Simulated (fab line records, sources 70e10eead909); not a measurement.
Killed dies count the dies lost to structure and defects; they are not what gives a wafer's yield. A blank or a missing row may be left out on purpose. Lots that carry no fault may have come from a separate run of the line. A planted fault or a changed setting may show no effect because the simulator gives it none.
Chamber matching    flow nand harc    4 sister chambers for NHARC_THIN_TSV_ETCH_44 on rie diel-11
The step etches the open film in CF4/O2, target depth 1594.2 nm, time 797.1 s. 14 wafers are shown with their chamber, then 7 later ones without.

## WAFERS WITH THEIR CHAMBER
wafer   chamber  rf vpp V (V)  oes product au (a.u.)  throttle valve pct (%)
L941.2  3        788           0.984                  16.932
L941.5  1        800           1.009                  16.923
L941.6  2        792           1.006                  16.920
L945.3  3        787           0.997                  16.913
L945.4  1        800           1.020                  16.910
L945.6  1        801           1.004                  16.908
L947.1  1        801           1.008                  16.919
L947.2  2        791           1.009                  16.916
L947.3  3        789           0.990                  16.907
L948.1  3        788           0.995                  16.925
L948.3  0        792           0.988                  16.912
L948.6  3        788           0.999                  16.919
L949.1  3        787           0.993                  16.916
L949.2  2        792           0.990                  16.912

SIGNATURES (means of the wafers above)
reading             chamber 0  chamber 1  chamber 2  chamber 3  scatter within a chamber
rf vpp V            792.00     800.50     791.67     787.83     0.671
oes product au      0.98800    1.01025    1.00167    0.99300    0.00704
throttle valve pct  16.91200   16.91500   16.91600   16.91867   0.00761
Rule: distance of a wafer from a chamber = root of the sum over the readings of ((wafer's reading minus chamber's mean) / reading's scatter) squared. The wafer belongs to the nearest chamber; if the next one is less than 2 further off, it can't be placed. The scatter is the square root of a quotient: the sum, over the shown wafers, of each reading's squared deviation from its chamber's mean, divided by wafers minus chambers.

## WAFERS WITH NO CHAMBER GIVEN
wafer   rf vpp V (V)  oes product au (a.u.)  throttle valve pct (%)
L949.5  801           1.004                  16.921
L951.1  800           0.999                  16.912
L951.4  793           0.995                  16.910
L951.6  793           0.996                  16.905
L957.1  793           1.006                  16.918
L957.2  791           0.992                  16.904
L957.3  789           0.991                  16.913

## CHAMBER TAKEN BY EACH
wafer   from the rows above      in truth
L949.5  1                        1
L951.1  1                        1
L951.4  can't be placed: 0 or 2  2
L951.6  can't be placed: 0 or 2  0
L957.1  can't be placed: 2 or 0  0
L957.2  can't be placed: 0 or 2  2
L957.3  3                        3
Placed correctly: 3 of 7. Not placeable from these rows: 4 (in 4, the candidates include the true chamber). Wrongly placed: 0.
